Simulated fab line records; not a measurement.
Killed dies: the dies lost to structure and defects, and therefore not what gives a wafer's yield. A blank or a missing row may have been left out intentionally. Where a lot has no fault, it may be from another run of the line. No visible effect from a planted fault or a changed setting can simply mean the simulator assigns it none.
Struck lot and sound lot, side by side | flow nand-harc | 15 steps out of a route of 1159
Sound: the wafers L284.1, L284.3, L284.6. Struck: wafers L276.1, L276.2, L276.3. The cause is given at the end.
Per side, at each step with rows, come the tool, then ch with its chambers, and then its first start. Under that, the readings that differ: sound wafers | struck wafers | difference of the means | sigmas: that difference in standard deviations of wafers without a fault.
alike: words and numbers the same on both sides, and readings whose means are apart by under 2 such deviations; not compared: readings that were withheld, readings missing a value for some wafer, numbers with overlapping values and no deviation given by the record, and bounds like >300 which may hide the same value.
A row with sigmas, a row that says differs or no value, or rows on one side alone: a step with any of these is where the two part. Non-overlapping numbers with no deviation appear without sigmas and do not part them. A reading missing from all wafers of one side parts the sides only when that side holds two or more wafers.

first, 1 step without rows for these wafers: NHARC_A_CHANNEL_HOLE_D1_SRD_29.
NHARC_A_CHANNEL_HOLE_D1_CD_MEAS_30:
  sound: cd-sem-03 at day 12 15:58; struck: cd-sem-02 at day 10 06:29
  alike: cd-nm
NHARC_A_CHANNEL_HOLE_D1_XSEM_31:
  sound on xsem-01 ch 0, day 12 16:03; struck on xsem-01 ch 0, day 10 06:35
  alike: bot-cd-nm, bow-nm, tilt-deg
NHARC_A_CHANNEL_HOLE_D1_INSPECT_40:
  sound: defect-inspect-01 at day 12 16:08; struck: defect-inspect-01 at day 10 06:41
  alike: raw-defect-count
then, 2 steps without rows for these wafers: NHARC_A_CHANNEL_FILL_D1_PRECLEAN_00 (cleans in SC1); NHARC_A_CHANNEL_FILL_D1_SRD_01.
NHARC_A_CHANNEL_FILL_D1_ALD_02: deposits SiO2, target thk 6 nm, pulse time 10 s, ald cycles 60.
  sound on ald-hk-01 ch 0,2,3, day 12 16:38; struck on ald-hk-02 ch 0,1,3, day 10 07:26
  alike: heater-power-outer-w, heater-power-w, precursor-pulse-height-rel
NHARC_A_CHANNEL_FILL_D1_ALD_03: deposits SiNx, target thk 6 nm, pulse time 60 s, ald cycles 58.
  sound on ald-sin-batch-01 ch 0; struck on ald-sin-batch-02 ch 0
  alike: precursor-pulse-height-rel
then, 1 step without rows for these wafers: NHARC_A_CHANNEL_FILL_D1_ALD_14 (deposits SiO2, target thk 2.5 nm, pulse time 10 s, ald cycles 25).
NHARC_A_CHANNEL_FILL_D1_ALD_15: deposits SiNx, target thk 2 nm, pulse time 60 s, ald cycles 19.
  sound on ald-sin-batch-02 ch 0, day 13 03:09; struck on ald-sin-batch-01 ch 0
  alike: precursor-pulse-height-rel
then, 2 steps without rows for these wafers: NHARC_A_CHANNEL_FILL_D1_ALD_16 (deposits SiO2, target thk 1.5 nm, pulse time 10 s, ald cycles 15); NHARC_A_CHANNEL_FILL_D1_ANNEAL_17 (time 1800 s).
NHARC_A_CHANNEL_FILL_D1_CVD_18: deposits poly-Si, target thk 3 nm.
  sound on lpcvd-poly-01 ch 0, day 13 14:55; struck on lpcvd-poly-03 ch 0, day 11 12:25
  alike: spike-tc-bottom-C
NHARC_A_CHANNEL_FILL_D1_ETCHBACK_19: etches the open film in HBr/Cl2, target depth 5 nm, time 1.7 s.
  sound on rie-si-04 ch 1,3, day 13 17:01; struck on rie-si-04 ch 0,2,3, day 11 14:50
  alike: drypump-motor-current-A, oes-product-au, throttle-valve-pct
  not compared: rf-hours-counter-h
-- break in the record here, with 10 days between the starts of the struck wafers on either side (left off in module A_CHANNEL_FILL_D1, picked up again in module END, where the first step shown is number 1159 on the route) --
NHARC_END_SORT_01:
  the record has rows for the struck wafers here (prober-01 ch 0, day 21 20:11) and none for the sound ones

## WHERE THEY PART
NHARC_END_SORT_01 only, going by this record.

WHY: the cause the simulator had injected
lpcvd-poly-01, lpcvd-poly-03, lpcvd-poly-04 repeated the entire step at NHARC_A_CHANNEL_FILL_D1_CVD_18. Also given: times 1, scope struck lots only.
